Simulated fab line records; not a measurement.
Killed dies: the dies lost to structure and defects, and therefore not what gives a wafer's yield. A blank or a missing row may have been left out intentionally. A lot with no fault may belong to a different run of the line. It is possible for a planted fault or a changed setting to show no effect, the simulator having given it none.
Which tool was responsible? -- flow nandHarc -- 39 wafers from 13 lots sampled at 6 of the route's 1302 steps

## WHAT THE GAUGES READ, wafer by wafer
NHARC_P_STI_CD_MEAS_09 targets a cd of 200 nm. Usual: cdNm 200.2 nm, standard deviation 2.9.
lot,measured,on,cdNm (nm),flag
L526,day 3 08:04,cdSem-02,201.9 200.1 203.5,
L527,day 3 17:28,cdSem-03,200.7 201.8 201.1,
L528,day 4 02:53,cdSem-01,199.4 198.4 201.9,
L530,day 4 23:49,cdSem-01,193.6 201.0 200.6,
L531,day 5 09:19,cdSem-02,199.6 197.1 200.6,
L532,day 5 17:56,cdSem-03,199.1 199.8 201.0,
L542,day 10 01:45,cdSem-03,199.3 201.1 196.9,
L543,day 10 10:44,cdSem-01,199.9 200.5 197.2,
L544,day 10 21:38,cdSem-02,196.6 196.4 201.3,
L545,day 11 04:57,cdSem-01,196.2 203.6 200.6,
L546,day 11 13:01,cdSem-03,202.1 201.0 201.9,
L547,day 12 02:55,cdSem-03,202.5 201.8 201.0,
L548,day 12 10:23,cdSem-03,202.7 203.6 201.3,

NHARC_P_GATE_CD_MEAS_26 targets a cd of 120 nm. Usual: cdNm 120.4 nm, standard deviation 0.91.
lot,measured,on,cdNm (nm),flag
L526,day 5 09:34,cdSem-03,120.2 119.8 120.3,
L527,day 5 22:58,cdSem-01,120.2 120.3 120.6,
L528,day 6 17:22,cdSem-01,120.5 119.6 119.7,
L530,day 7 02:54,cdSem-01,121.3 119.2 121.0,
L531,day 7 14:43,cdSem-01,90.0 89.0 90.0,OFF
L532,day 7 19:12,cdSem-03,119.9 119.6 119.6,
L542,day 12 14:07,cdSem-01,122.2 121.9 120.8,
L543,day 12 22:19,cdSem-02,120.0 120.7 118.5,
L544,day 13 04:35,cdSem-01,120.2 119.9 118.6,
L545,day 13 08:46,cdSem-02,120.2 120.1 120.3,
L546,day 13 20:20,cdSem-01,119.8 120.6 120.4,
L547,day 14 05:51,cdSem-01,119.2 120.8 120.8,
L548,day 14 10:49,cdSem-03,119.6 119.7 121.5,

NHARC_P_GATE_CD_MEAS_33. Usual: cdNm 121 nm, standard deviation 3.6.
lot,measured,on,cdNm (nm),flag
L526,day 5 10:34,cdSem-01,120 117 119,
L527,day 5 23:57,cdSem-02,122 121 119,
L528,day 6 18:21,cdSem-01,121 123 118,
L530,day 7 03:57,cdSem-01,121 119 121,
L531,day 7 15:42,cdSem-02,94 86 93,OFF
L532,day 7 20:11,cdSem-02,121 121 122,
L542,day 12 15:07,cdSem-03,130 122 127,
L543,day 12 23:17,cdSem-01,116 113 120,
L544,day 13 05:54,cdSem-02,130 124 126,
L545,day 13 09:47,cdSem-01,118 114 119,
L546,day 13 21:19,cdSem-02,115 121 118,
L547,day 14 06:54,cdSem-03,117 120 117,
L548,day 14 11:47,cdSem-01,120 121 123,

## EACH LOT AND THE TOOL THAT RAN IT (in order: tool; ch and the chambers of the sampled wafers; start)
lot,NHARC_P_STI_CMP_21,NHARC_P_GATE_EXPOSE_23,NHARC_P_GATE_ETCH_32
L526,"cmp-01 ch 0,2, day 4 02:32","arfiScanner-03 ch 0, day 5 09:25","rieSi-04 ch 0,2,3, day 5 10:13"
L527,"cmp-03 ch 0,1,2, day 4 12:35","arfiScanner-01 ch 0, day 5 22:50","rieSi-04 ch 0,1,3, day 5 23:37"
L528,"cmp-03 ch 0,2, day 5 02:44","arfiScanner-02 ch 0, day 6 17:14","rieSi-06 ch 1,2, day 6 18:01"
L530,"cmp-01 ch 0,1,3, day 5 18:07","arfiScanner-02 ch 0, day 7 02:46","rieSi-06 ch 0,1,3, day 7 03:37"
L531,"cmp-03 ch 0,1,3, day 6 04:07","arfiScanner-02 ch 0, day 7 14:34","rieSi-03 ch 2,3, day 7 15:22"
L532,"cmp-01 ch 0,1,3, day 6 12:10","arfiScanner-02 ch 0, day 7 19:04","rieSi-04 ch 0,2,3, day 7 19:51"
L542,"cmp-01 ch 0,3, day 10 20:49","arfiScanner-02 ch 0, day 12 13:59","rieSi-03 ch 0,1, day 12 14:46"
L543,"cmp-02 ch 0,1,2, day 11 09:23","arfiScanner-02 ch 0, day 12 22:10","rieSi-04 ch 0,2,3, day 12 22:58"
L544,"cmp-03 ch 0,1,2, day 11 15:40","arfiScanner-01 ch 0, day 13 04:27","rieSi-03 ch 1,2, day 13 05:32"
L545,"cmp-01 ch 0,1,3, day 11 23:54","arfiScanner-01 ch 0, day 13 08:38","rieSi-04 ch 1,2,3, day 13 09:28"
L546,"cmp-01 ch 0,3, day 12 08:33","arfiScanner-01 ch 0, day 13 20:13","rieSi-06 ch 0,2,3, day 13 21:01"
L547,"cmp-02 ch 0,1,3, day 12 21:47","arfiScanner-01 ch 0, day 14 05:43","rieSi-04 ch 0,1,2, day 14 06:32"
L548,"cmp-03 ch 0,1,2, day 13 04:38","arfiScanner-02 ch 0, day 14 10:40","rieSi-06 ch 0,1, day 14 11:27"
- NHARC_P_STI_CMP_21: polishes, t overpolish 20 s, target thk 380.67 nm.
- NHARC_P_GATE_EXPOSE_23: exposes mask P GATE, target cd 120 nm.
- NHARC_P_GATE_ETCH_32: etches the open film in HBr/Cl2, target depth 150 nm, time 100.1 s.

## WHAT THE TOOLS THEMSELVES READ (means of the sampled wafers that have a number; where no wafer has one, the mark that the record gives instead)
NHARC_P_STI_CMP_21. Usual: motorCurrentA 11.6 A, standard deviation 0.7; overpolishRunS 20.000 s, standard deviation 0.0089; slurryFilterDpKPa 13.48 kPa, standard deviation 0.13.
lot,tool,motorCurrentA (A),overpolishRunS (s),slurryFilterDpKPa (kPa),flag
L526,cmp-01,12.4,20.002,13.56,
L527,cmp-03,11.0,20.003,13.54,
L528,cmp-03,11.3,20.000,13.58,
L530,cmp-01,11.5,19.990,13.47,
L531,cmp-03,11.6,19.990,13.51,
L532,cmp-01,11.7,20.004,13.54,
L542,cmp-01,11.3,20.003,13.50,
L543,cmp-02,12.0,19.993,13.49,
L544,cmp-03,11.3,20.000,13.49,
L545,cmp-01,11.2,19.997,13.50,
L546,cmp-01,11.4,19.990,13.39,
L547,cmp-02,11.9,19.994,13.46,
L548,cmp-03,11.6,19.997,13.38,

NHARC_P_GATE_ETCH_32. Usual: drypumpMotorCurrentA 5.7 A, standard deviation 0.46; hbrFlowSccm 150.0 sccm, standard deviation 0.48; oesProductAu 0.991 a.u., standard deviation 0.013; rfFwdPowerW 397.0 W, standard deviation 1.5; throttleValvePct 26.406 %, standard deviation 0.0094.
lot,tool,drypumpMotorCurrentA (A),hbrFlowSccm (sccm),oesProductAu (a.u.),rfFwdPowerW (W),throttleValvePct (%),flag
L526,rieSi-04,5.6,150.3,0.992,397.9,26.407,
L527,rieSi-04,5.3,150.0,0.994,397.0,26.415,
L528,rieSi-06,5.7,150.3,1.000,397.2,26.411,
L530,rieSi-06,5.9,149.9,0.997,398.5,26.409,
L531,rieSi-03,6.1,150.5,0.990,396.1,26.408,
L532,rieSi-04,5.6,150.1,0.988,398.0,26.412,
L542,rieSi-03,5.9,150.3,0.990,396.0,26.400,
L543,rieSi-04,5.6,149.9,0.990,396.8,26.409,
L544,rieSi-03,6.2,149.7,0.981,396.0,26.398,
L545,rieSi-04,5.6,149.5,0.997,397.2,26.404,
L546,rieSi-06,5.8,149.8,0.998,396.2,26.421,
L547,rieSi-04,5.6,150.4,0.992,397.5,26.399,
L548,rieSi-06,5.8,149.5,1.006,397.5,26.403,

## THE ANSWER, worked out from the rows above alone
Rule: take the mean of a lot's wafers that have a number; if it is more than 3 standard deviations from the usual mean, the lot is off. A lot without any number at a reading at which 4 lots or more have one is off too. The other lots that the step has rows for count as sound. The gauges are gone through in route order, then the tools' own readings, and for those a lot's mean is taken as printed above. At the first step where some lot is off, the reading lying furthest off is the one used; lots without a number count as furthest.
Off at NHARC_P_GATE_CD_MEAS_26 (cdNm): L531.
If a tool, at a process step before that reading, ran all the lots that are off and no sound lot after the first of them, it fits. Not tried: the gauges at NHARC_P_GATE_CD_MEAS_26; whatever is off there is also off at NHARC_P_GATE_CD_MEAS_33, on other tools, and gauge error can't account for it. No candidate that was tried fits.

## WHAT THE SIMULATOR PUT IN
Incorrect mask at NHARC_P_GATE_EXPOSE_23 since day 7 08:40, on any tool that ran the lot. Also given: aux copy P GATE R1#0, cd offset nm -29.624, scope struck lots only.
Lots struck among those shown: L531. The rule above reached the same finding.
